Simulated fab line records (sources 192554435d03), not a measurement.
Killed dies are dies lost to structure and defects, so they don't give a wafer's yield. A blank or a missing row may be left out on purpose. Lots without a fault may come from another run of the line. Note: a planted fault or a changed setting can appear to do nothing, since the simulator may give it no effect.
fab line records | flow n5-finfet | part 1 of 2: steps 1 to 22 of 31
record lots=5 wafers=15 last-day=16
route steps=1938 shown BEOL_M2@850
lots untouched by any fault: they come from a run of this same line in which no faults occurred
start-h: the number of hours between the record's first day and the start of the first shown wafer of the lot | wait-h: how many hours have passed since the lot's step before this one | " same as the row above | L1.1+2: a single row standing in for several wafers | - no value, or no start given | * or withheld: withheld | < > ~ a bound
route shown NAME@n: NAME is a module with steps in the file, n the number in the route of the first one | usual: mean and standard deviation over wafers with no fault | same: alike in all rows | chamber/n: place in a boat | sites: per-site readings | _std_site: their standard deviation | _edge_site: the outer-site mean with the inner-site mean subtracted | radius-mm: how far each site lies from the wafer's centre | mask NAME#n: copy n | behind: the tool/chamber that last shaped the wafer | hold: cause of the lot's hold/its duration in hours/its outcome | device: transistor that didn't switch, given as n, p or np | end of line: tests of these same wafers at the route's end | where a step has no rows: the recipe by itself | killed: at the first sort, the dies lost to defects and structure; wafer yield is something else | map: per-die view of a wafer (x killed, . not killed, _ where there is no die)
set.NAME: setting as actually run; set.NAME@STEP: the setting as run at that earlier step | model.NAME: the simulator's own value behind a step, which no gauge read
lots seen at some steps along the route; tables by step, rows by wafer
services: from which hour (start-h, from the record's first day; less than 0 if before it) a tool's chamber was out of use, for how many hours, and why
## steps
# step N5_BEOL_M2_SOFTBAKE_06
# recipe temp-c=110 time-s=60 resist=CAR-EUV
# same time-s=60
# columns lot.wafer tool chamber start-h wait-h
L075.1+3+4 litho-track-01 0 - -
L076.1+2+5 litho-track-05 0 - -
L083.2+5+6 litho-track-02 0 - -
L085.1+4+5 litho-track-01 0 - -
L095.1+3+6 litho-track-02 0 - -
# step N5_BEOL_M2_EXPOSE_08
# recipe mask-id=M2 na=0.33 source-shape=dipole sigma-inner=0.369 sigma-outer=0.767 polarization=unpolarized dose-mj=41.25
# usual exposure-dose-mJ-cm2=41.37/0.039
# columns lot.wafer tool chamber start-h wait-h mask exposure-dose-mJ-cm2
L075.1 euv-scanner-01 0 140.33 - M2#0 41.41
L075.3 " 0 " " M2#0 41.35
L075.4 " 0 " " M2#0 41.34
L076.1 euv-scanner-02 0 148.53 - M2#0 41.41
L076.2 " 0 " " M2#0 41.34
L076.5 " 0 " " M2#0 41.36
L083.2 euv-scanner-02 0 193.70 - M2#0 41.30
L083.5 " 0 " " M2#0 41.31
L083.6 " 0 " " M2#0 41.36
L085.1 euv-scanner-01 0 203.78 - M2#0 41.34
L085.4 " 0 " " M2#0 41.41
L085.5 " 0 " " M2#0 41.36
L095.1 euv-scanner-02 0 265.38 - M2#0 41.49
L095.3 " 0 " " M2#0 41.36
L095.6 " 0 " " M2#0 41.42
# step N5_BEOL_M2_PEB_09
# recipe peb-temp-c=100 peb-time-s=60 resist=CAR-EUV
# columns lot.wafer tool chamber start-h wait-h
L075.1+3+4 litho-track-01 0 140.39 0.1
L076.1+2+5 litho-track-01 0 148.60 0.1
L083.2+5+6 litho-track-01 0 193.76 0.1
L085.1+4+5 litho-track-01 0 203.85 0.1
L095.1+3+6 litho-track-05 0 265.45 0.1
# step N5_BEOL_M2_DEVELOP_10
# recipe develop-time-s=30 developer=TMAH resist=CAR-EUV rinse-liquid=surfactant-rinse dry=air-spin dev-temp-c=23
# columns lot.wafer tool chamber start-h wait-h
L075.1+3+4 litho-track-01 0 - -
L076.1+2+5 litho-track-01 0 - -
L083.2+5+6 litho-track-01 0 - -
L085.1+4+5 litho-track-01 0 - -
L095.1+3+6 litho-track-05 0 - -
# step N5_BEOL_M2_CD_MEAS_11
# recipe target-cd-nm=16.79 landing-energy-ev=500 detector=se-inlens polarity=opening
# usual cd-nm=16.59/0.27
# columns lot.wafer tool chamber start-h wait-h cd-nm
L075.1 cd-sem-02 0 140.46 - 16.92
L075.3 " 0 " " 16.49
L075.4 " 0 " " 16.55
L076.1 cd-sem-03 0 148.67 - 16.83
L076.2 " 0 " " 16.70
L076.5 " 0 " " 16.75
L083.2 cd-sem-03 0 193.83 - 16.12
L083.5 " 0 " " 16.43
L083.6 " 0 " " 16.28
L085.1 cd-sem-02 0 203.91 - 16.61
L085.4 " 0 " " 16.71
L085.5 " 0 " " 16.39
L095.1 cd-sem-02 0 265.51 - 16.71
L095.3 " 0 " " 16.70
L095.6 " 0 " " 16.27
# step N5_BEOL_M2_OVL_MEAS_12
# recipe points-per-wafer=522
# usual M2_OVL=-0.4/0.71
# same points-per-wafer=522
# columns lot.wafer tool chamber start-h wait-h M2_OVL[nm]
L075.1 overlay-02 0 140.49 0.0 -0.6
L075.3 " 0 " " -1.2
L075.4 " 0 " " -1.3
L076.1 overlay-01 0 148.70 0.0 -0.6
L076.2 " 0 " " -1.5
L076.5 " 0 " " 0.1
L083.2 overlay-02 0 193.86 0.0 -0.9
L083.5 " 0 " " 0.1
L083.6 " 0 " " -0.5
L085.1 overlay-01 0 203.94 0.0 0.2
L085.4 " 0 " " -1.0
L085.5 " 0 " " -0.6
L095.1 overlay-01 0 265.54 0.0 0.8
L095.3 " 0 " " 0.3
L095.6 " 0 " " 0.2
# step N5_BEOL_M2_INSPECT_13
# recipe mode=adi inspect-instrument=brightfield
# usual raw-defect-count=419/100
# columns lot.wafer tool chamber start-h wait-h raw-defect-count
L075.1 defect-inspect-02 - 140.55 0.1 450
L075.3 " - " " 580
L075.4 " - " " 409
L076.1 defect-inspect-01 - 148.75 0.1 290
L076.2 " - " " 247
L076.5 " - " " 422
L083.2 defect-inspect-02 - 193.92 0.0 439
L083.5 " - " " 421
L083.6 " - " " 377
L085.1 defect-inspect-02 - 204.00 0.1 405
L085.4 " - " " 438
L085.5 " - " " 285
L095.1 defect-inspect-02 - 265.60 0.1 347
L095.3 " - " " 331
L095.6 " - " " 252
# step N5_BEOL_M2_DESCUM_16
# recipe chemistry=O2 time-s=7 source-power-w=50 bias-power-w=20 pressure-mtorr=20 rf-frequency-hz=2.712e+07 temp-c=40 resist=CAR-EUV o2-flow-sccm=225
# usual bias-power-w=20.00/0.056 drypump-motor-current-A=5.6/0.46 oes-product-au=0.83/0.1 rf-vpp-V=243.1/1.2 showerhead-plenum-p-Torr=2.10/0.052 throttle-valve-pct=20.49/0.22
# same time-s=7
# columns lot.wafer tool chamber start-h wait-h bias-power-w drypump-motor-current-A oes-product-au rf-hours-counter-h rf-vpp-V showerhead-plenum-p-Torr throttle-valve-pct
L075.1 rie-diel-06 1 140.58 0.0 19.99 5.9 0.68 215 242.7 2.06 20.75
L075.3 " 0 " " 20.04 5.3 0.91 19 244.8 2.13 20.03
L075.4 " 2 " " 20.02 4.7 0.68 239 242.2 2.08 20.87
L076.1 rie-diel-06 2 149.31 0.6 20.13 4.7 0.69 243 242.3 2.08 20.89
L076.2 " 3 " " 20.12 4.8 0.70 197 242.9 2.18 20.79
L076.5 " 0 " " 20.09 5.2 0.91 - 245.1 2.13 20.03
L083.2 rie-diel-06 0 194.01 0.1 19.98 5.2 0.87 42 243.6 2.12 20.07
L083.5 " 1 " " 20.09 5.9 0.67 - 241.9 2.06 20.77
L083.6 " 0 " " 19.92 5.3 0.87 - 245.7 2.12 20.05
L085.1 rie-diel-03 3 204.46 0.5 20.08 5.5 0.70 250 244.7 2.15 20.79
L085.4 " 1 " " 20.05 5.9 0.92 22 242.3 2.05 20.39
L085.5 " 0 " " 19.98 6.3 0.98 - 242.2 2.05 20.42
L095.1 rie-diel-06 2 265.64 0.0 19.97 4.7 0.90 25 242.9 2.07 20.57
L095.3 " 3 " " 19.96 4.9 0.66 240 243.7 2.17 20.85
L095.6 " 0 " " 20.00 5.2 0.84 - 241.7 2.11 20.10
# step N5_BEOL_M2_ETCH_74
# recipe chemistry=N2/H2 target=underlayer target-depth-a=65 mask-material=CAR-EUV time-s=5.2 ion-energy-ev=200 pressure-mtorr=30 source-w=840 bias-w=150 n2-flow-sccm=200 h2-flow-sccm=200 ends=cleared
# usual drypump-motor-current-A=5.6/0.47 etch-rf-on-time-s=5.24/0.18 oes-product-au=0.70/0.087 rf-vpp-V=523.7/2.1 showerhead-plenum-p-Torr=2.54/0.071 throttle-valve-pct=17.89/0.21
# columns lot.wafer tool chamber start-h wait-h drypump-motor-current-A etch-rf-on-time-s oes-product-au rf-hours-counter-h rf-vpp-V showerhead-plenum-p-Torr throttle-valve-pct
L075.1 rie-diel-06 1 140.62 0.0 5.9 5.56 0.58 215 525.5 2.48 18.00
L075.3 " 0 " " 5.3 5.02 0.79 19 525.3 2.61 17.60
L075.4 " 2 " " 4.7 5.23 0.57 239 524.6 2.49 18.09
L076.1 rie-diel-06 2 149.34 0.0 4.7 5.25 0.57 243 521.3 2.49 18.09
L076.2 " 3 " " 4.8 5.34 0.59 197 526.6 2.63 18.02
L076.5 " 0 " " 5.2 5.02 0.79 - 525.5 2.61 17.62
L083.2 rie-diel-06 0 194.05 0.0 5.3 5.03 0.76 42 525.7 2.60 17.66
L083.5 " 1 " " 5.9 5.47 0.56 - 525.3 2.47 18.04
L083.6 " 0 " " 5.3 4.96 0.76 - 523.7 2.60 17.67
L085.1 rie-diel-03 3 204.50 0.0 5.5 5.27 0.58 250 525.2 2.63 18.37
L085.4 " 1 " " 5.9 5.10 0.77 22 520.3 2.48 17.69
L085.5 " 0 " " 6.3 5.36 0.80 - 523.1 2.50 17.88
L095.1 rie-diel-06 2 265.67 0.0 4.7 5.18 0.76 25 521.9 2.48 17.71
L095.3 " 3 " " 4.9 5.42 0.56 240 526.8 2.61 18.09
L095.6 " 0 " " 5.3 5.03 0.73 - 523.5 2.59 17.71
# step N5_BEOL_M2_ETCH_63
# recipe chemistry=CF4 target=SiARC target-depth-a=156 mask-material=CAR-EUV time-s=26 ion-energy-ev=80 pressure-mtorr=40 source-w=545 bias-w=36 Ar_flow_sccm=100 cf4-flow-sccm=100 ends=cleared
# usual drypump-motor-current-A=5.6/0.47 etch-rf-on-time-s=26.2/0.9 oes-product-au=0.70/0.087 rf-vpp-V=183.9/1 showerhead-plenum-p-Torr=2.14/0.047 throttle-valve-pct=15.59/0.26
# columns lot.wafer tool chamber start-h wait-h drypump-motor-current-A etch-rf-on-time-s oes-product-au rf-hours-counter-h rf-vpp-V showerhead-plenum-p-Torr throttle-valve-pct
L075.1 rie-diel-06 1 140.63 0.0 5.9 27.5 0.57 215 185.1 2.12 15.97
L075.3 " 0 " " 5.2 25.3 0.80 19 184.3 2.20 15.26
L075.4 " 2 " " 4.7 26.1 0.58 239 184.6 2.11 15.98
L076.1 rie-diel-06 2 149.36 0.0 4.7 26.3 0.57 243 183.2 2.11 15.98
L076.2 " 3 " " 4.8 27.0 0.59 197 184.0 2.22 15.86
L076.5 " 0 " " 5.2 25.6 0.79 - 185.0 2.20 15.28
L083.2 rie-diel-06 0 194.07 0.0 5.3 25.2 0.77 42 183.5 2.19 15.31
L083.5 " 1 " " 5.9 27.7 0.56 - 185.1 2.11 16.04
L083.6 " 0 " " 5.2 25.1 0.76 - 183.0 2.19 15.32
L085.1 rie-diel-03 3 204.51 0.0 5.5 26.1 0.59 250 184.6 2.19 15.93
L085.4 " 1 " " 5.9 25.4 0.78 22 183.5 2.08 15.38
L085.5 " 0 " " 6.3 26.9 0.80 - 181.7 2.13 15.71
L095.1 rie-diel-06 2 265.69 0.0 4.7 25.8 0.77 25 182.4 2.10 15.55
L095.3 " 3 " " 4.8 27.4 0.56 240 184.7 2.20 15.95
L095.6 " 0 " " 5.3 25.2 0.74 - 185.6 2.19 15.36
# step N5_BEOL_M2_ETCH_64
# recipe chemistry=N2/H2 target=SOC target-depth-a=750 overetch-a=225 mask-material=SiARC temp-c=40 time-s=121.9 ion-energy-ev=200 pressure-mtorr=30 source-w=840 bias-w=150 n2-flow-sccm=200 h2-flow-sccm=200
# usual drypump-motor-current-A=5.6/0.47 oes-product-au=0.63/0.072 rf-vpp-V=523.7/1.8 showerhead-plenum-p-Torr=2.54/0.071 throttle-valve-pct=17.85/0.22
# same time-s=121.9
# columns lot.wafer tool chamber start-h wait-h drypump-motor-current-A oes-product-au rf-hours-counter-h rf-vpp-V showerhead-plenum-p-Torr throttle-valve-pct
L075.1 rie-diel-06 1 140.66 0.0 5.9 0.52 215 522.7 2.48 17.97
L075.3 " 0 " " 5.2 0.70 19 526.6 2.61 17.58
L075.4 " 2 " " 4.7 0.52 239 523.7 2.49 18.05
L076.1 rie-diel-06 2 149.38 0.0 4.7 0.52 243 523.8 2.49 18.04
L076.2 " 3 " " 4.8 0.53 197 526.1 2.63 17.99
L076.5 " 0 " " 5.3 0.69 - 525.8 2.61 17.59
L083.2 rie-diel-06 0 194.09 0.0 5.2 0.66 42 524.6 2.60 17.61
L083.5 " 1 " " 5.9 0.51 - 523.1 2.47 18.01
L083.6 " 0 " " 5.3 0.66 - 525.7 2.60 17.61
L085.1 rie-diel-03 3 204.54 0.0 5.5 0.53 250 525.1 2.63 18.36
L085.4 " 1 " " 5.9 0.67 22 521.4 2.48 17.63
L085.5 " 0 " " 6.3 0.73 - 521.2 2.50 17.86
L095.1 rie-diel-06 2 265.72 0.0 4.7 0.68 25 522.0 2.48 17.65
L095.3 " 3 " " 4.8 0.51 240 523.7 2.61 18.07
L095.6 " 0 " " 5.3 0.65 - 524.7 2.59 17.64
# step N5_BEOL_M2_STRIP_65
# recipe chemistry=N2/H2 temp-c=40 n2-flow-sccm=200 h2-flow-sccm=200 rf-frequency-hz=6e+07
# columns lot.wafer tool chamber start-h wait-h
L075.1+3+4 rie-diel-06 1,0,2 140.77 0.1
L076.1+2+5 rie-diel-06 2,3,0 149.50 0.1
L083.2+5+6 rie-diel-06 0,1,0 194.21 0.1
L085.1+4+5 rie-diel-03 3,1,0 204.65 0.1
L095.1+3+6 rie-diel-06 2,3,0 265.83 0.1
# step N5_BEOL_M2_STRIP_75
# recipe chemistry=N2/H2 temp-c=40 n2-flow-sccm=200 h2-flow-sccm=200 rf-frequency-hz=6e+07
# columns lot.wafer tool chamber start-h wait-h
L075.1+3+4 rie-diel-06 1,0,2 140.78 0.0
L076.1+2+5 rie-diel-06 2,3,0 149.51 0.0
L083.2+5+6 rie-diel-06 0,1,0 194.22 0.0
L085.1+4+5 rie-diel-03 3,1,0 204.66 0.0
L095.1+3+6 rie-diel-06 2,3,0 265.84 0.0
# step N5_BEOL_M2_STRIP_66
# recipe chemistry=CF4 resist=SiARC power-w=300 bias-power-w=75 pressure-mtorr=50 cf4-flow-sccm=150 rf-frequency-hz=6e+07
# usual bias-power-w=74.99/0.22 drypump-motor-current-A=5.6/0.47 oes-product-au=0.82/0.093 rf-vpp-V=271.2/1.2 showerhead-plenum-p-Torr=1.79/0.039 throttle-valve-pct=13.54/0.28
# columns lot.wafer tool chamber start-h wait-h bias-power-w drypump-motor-current-A oes-product-au rf-hours-counter-h rf-vpp-V showerhead-plenum-p-Torr throttle-valve-pct
L075.1 rie-diel-06 1 140.79 0.0 74.86 5.9 0.69 215 271.0 1.77 13.95
L075.3 " 0 " " 74.88 5.2 0.90 19 274.1 1.84 13.18
L075.4 " 2 " " 74.61 4.7 0.67 239 270.3 1.79 14.01
L076.1 rie-diel-06 2 149.52 0.0 74.86 4.7 0.67 243 269.3 1.79 14.02
L076.2 " 3 " " 74.65 4.8 0.70 197 271.5 1.83 13.76
L076.5 " 0 " " 74.78 5.3 0.90 - 271.5 1.84 13.18
L083.2 rie-diel-06 0 194.23 0.0 75.08 5.2 0.87 42 270.6 1.83 13.24
L083.5 " 1 " " 74.86 5.9 0.67 - 270.8 1.77 14.00
L083.6 " 0 " " 75.10 5.3 0.87 - 272.6 1.83 13.22
L085.1 rie-diel-03 3 204.67 0.0 75.11 5.5 0.69 250 272.3 1.85 13.99
L085.4 " 1 " " 75.09 5.9 0.89 22 270.5 1.74 13.36
L085.5 " 0 " " 74.84 6.3 0.95 - 270.7 1.79 13.59
L095.1 rie-diel-06 2 265.85 0.0 74.80 4.7 0.88 25 270.2 1.78 13.54
L095.3 " 3 " " 75.22 4.8 0.67 240 271.6 1.82 13.87
L095.6 " 0 " " 74.89 5.3 0.84 - 271.6 1.82 13.29
# step N5_BEOL_M2_HM_OPEN_17
# recipe chemistry=Cl2/BCl3 target-depth-a=200 overetch-a=60 target=TiN mask-material=SOC ion-energy-ev=150 pressure-mtorr=10 icp-w=1000 bias-w=126 Cl2_flow_sccm=53.25 bcl3-flow-sccm=21.75 Ar_flow_sccm=25
# usual bcl3-flow-sccm=21.74/0.067 drypump-motor-current-A=5.80/0.25 oes-product-au=0.68/0.046 throttle-valve-pct=22.2/0.37
# columns lot.wafer tool chamber start-h wait-h bcl3-flow-sccm drypump-motor-current-A oes-product-au rf-hours-counter-h throttle-valve-pct
L075.1 rie-metal-02 1 140.84 0.0 21.74 5.88 0.71 26 22.8
L075.3 " 1 " " 21.73 5.85 0.71 - 22.8
L075.4 " 0 " " 21.67 6.02 0.82 - 21.8
L076.1 rie-metal-03 0 149.56 0.0 21.71 5.78 0.66 52 22.0
L076.2 " 1 " " 21.77 5.83 0.69 36 22.3
L076.5 " 0 " " 21.72 5.79 0.66 - 22.0
L083.2 rie-metal-01 1 194.27 0.0 21.82 5.24 0.62 59 22.2
L083.5 " 1 " " 21.81 5.28 0.61 - 22.2
L083.6 " 0 " " 21.73 5.98 0.68 - 21.7
L085.1 rie-metal-02 1 204.71 0.0 21.76 5.88 0.68 34 22.8
L085.4 " 1 " " 21.65 5.93 0.68 - 22.8
L085.5 " 0 " " 21.72 6.01 0.74 - 21.9
L095.1 rie-metal-02 0 265.89 0.0 21.75 6.00 0.73 15 21.9
L095.3 " 0 " " 21.78 5.99 0.73 - 21.9
L095.6 " 0 " " 21.73 5.95 0.73 - 21.9
# step N5_BEOL_M2_STRIP_19
# recipe chemistry=O2 power-w=400 temp-c=40 pressure-mtorr=30 rf-frequency-hz=6e+07 bias-power-w=0 overash-fraction=0.2 o2-flow-sccm=225
# usual drypump-motor-current-A=5.5/0.52 oes-product-au=0.80/0.099 rf-vpp-V=3.6/0.44 showerhead-plenum-p-Torr=2.09/0.053 throttle-valve-pct=16.73/0.24
# same bias-power-w=0
# columns lot.wafer tool chamber start-h wait-h drypump-motor-current-A oes-product-au rf-hours-counter-h rf-vpp-V showerhead-plenum-p-Torr throttle-valve-pct
L075.1 rie-diel-05 0 140.95 0.1 5.8 0.90 31 4.5 2.03 16.57
L075.3 " 3 " " 6.1 0.72 185 3.2 2.10 16.93
L075.4 " 2 " " 4.8 0.75 152 4.3 2.03 16.88
L076.1 rie-diel-06 3 149.67 0.1 4.8 0.71 197 4.4 2.19 17.01
L076.2 " 0 " " 5.2 0.91 23 3.0 2.13 16.24
L076.5 " 3 " " 4.8 0.71 - 3.2 2.19 17.00
L083.2 rie-diel-06 2 194.53 0.2 4.7 0.97 2 4.0 2.08 16.67
L083.5 " 3 " " 4.8 0.68 - 3.4 2.18 17.03
L083.6 " 2 " " 4.7 0.97 - 4.0 2.08 16.67
L085.1 rie-diel-06 1 204.82 0.1 5.9 0.67 242 4.3 2.06 17.03
L085.4 " 3 " " 4.8 0.69 220 3.1 2.18 17.05
L085.5 " 0 " " 5.2 0.88 - 3.5 2.13 16.29
L095.1 rie-diel-06 1 266.00 0.1 5.9 0.99 1 3.8 2.06 16.62
L095.3 " 2 " " 4.7 0.90 25 3.0 2.07 16.71
L095.6 " 1 " " 5.9 1.00 - 3.3 2.06 16.63
# step N5_BEOL_M2_CD_MEAS_18
# recipe pitch-nm=36 target-cd-nm=18
# usual cd-nm=17.5/0.43
# columns lot.wafer tool chamber start-h wait-h cd-nm
L075.1 cd-sem-03 - 141.02 0.0 17.5
L075.3 " - " " 17.4
L075.4 " - " " 17.9
L076.1 cd-sem-02 - 149.74 0.0 18.5
L076.2 " - " " 17.6
L076.5 " - " " 18.4
L083.2 cd-sem-02 - 194.61 0.1 16.9
L083.5 " - " " 17.3
L083.6 " - " " 16.8
L085.1 cd-sem-01 - 204.89 0.0 17.5
L085.4 " - " " 17.6
L085.5 " - " " 16.9
L095.1 cd-sem-01 - 266.07 0.0 17.7
L095.3 " - " " 17.2
L095.6 " - " " 17.8
# step N5_BEOL_M2_COAT_67
# recipe resist=SOC temp-c=250 time-s=60 spin-rpm=1500 resist-thk-nm=60
# same time-s=60
# columns lot.wafer tool chamber start-h wait-h
L075.1+3+4 litho-track-02 0 141.05 0.0
L076.1+2+5 litho-track-02 0 149.78 0.0
L083.2+5+6 litho-track-01 0 194.64 0.0
L085.1+4+5 litho-track-02 0 204.93 0.0
L095.1+3+6 litho-track-05 0 266.11 0.0
# step N5_BEOL_M2_COAT_68
# recipe resist=SiARC temp-c=220 time-s=60 spin-rpm=1500 resist-thk-nm=12
# same time-s=60
# columns lot.wafer tool chamber start-h wait-h
L075.1+3+4 litho-track-02 0 - -
L076.1+2+5 litho-track-02 0 - -
L083.2+5+6 litho-track-01 0 - -
L085.1+4+5 litho-track-02 0 - -
L095.1+3+6 litho-track-05 0 - -
# step N5_BEOL_M2_COAT_76
# recipe resist=underlayer temp-c=205 time-s=60 spin-rpm=1500 resist-thk-nm=5
# same time-s=60
# columns lot.wafer tool chamber start-h wait-h
L075.1+3+4 litho-track-02 0 - -
L076.1+2+5 litho-track-02 0 - -
L083.2+5+6 litho-track-01 0 - -
L085.1+4+5 litho-track-02 0 - -
L095.1+3+6 litho-track-05 0 - -
# step N5_BEOL_M2_COAT_22
# recipe resist=CAR-EUV spin-rpm=1500 resist-thk-nm=30
# columns lot.wafer tool chamber start-h wait-h
L075.1+3+4 litho-track-02 0 - -
L076.1+2+5 litho-track-02 0 - -
L083.2+5+6 litho-track-01 0 - -
L085.1+4+5 litho-track-02 0 - -
L095.1+3+6 litho-track-05 0 - -
# step N5_BEOL_M2_EBR_24
# recipe solvent=PGMEA ebr-width-mm=1.5
# columns lot.wafer tool chamber start-h wait-h
L075.1+3+4 litho-track-02 0 - -
L076.1+2+5 litho-track-02 0 - -
L083.2+5+6 litho-track-01 0 - -
L085.1+4+5 litho-track-02 0 - -
L095.1+3+6 litho-track-05 0 - -
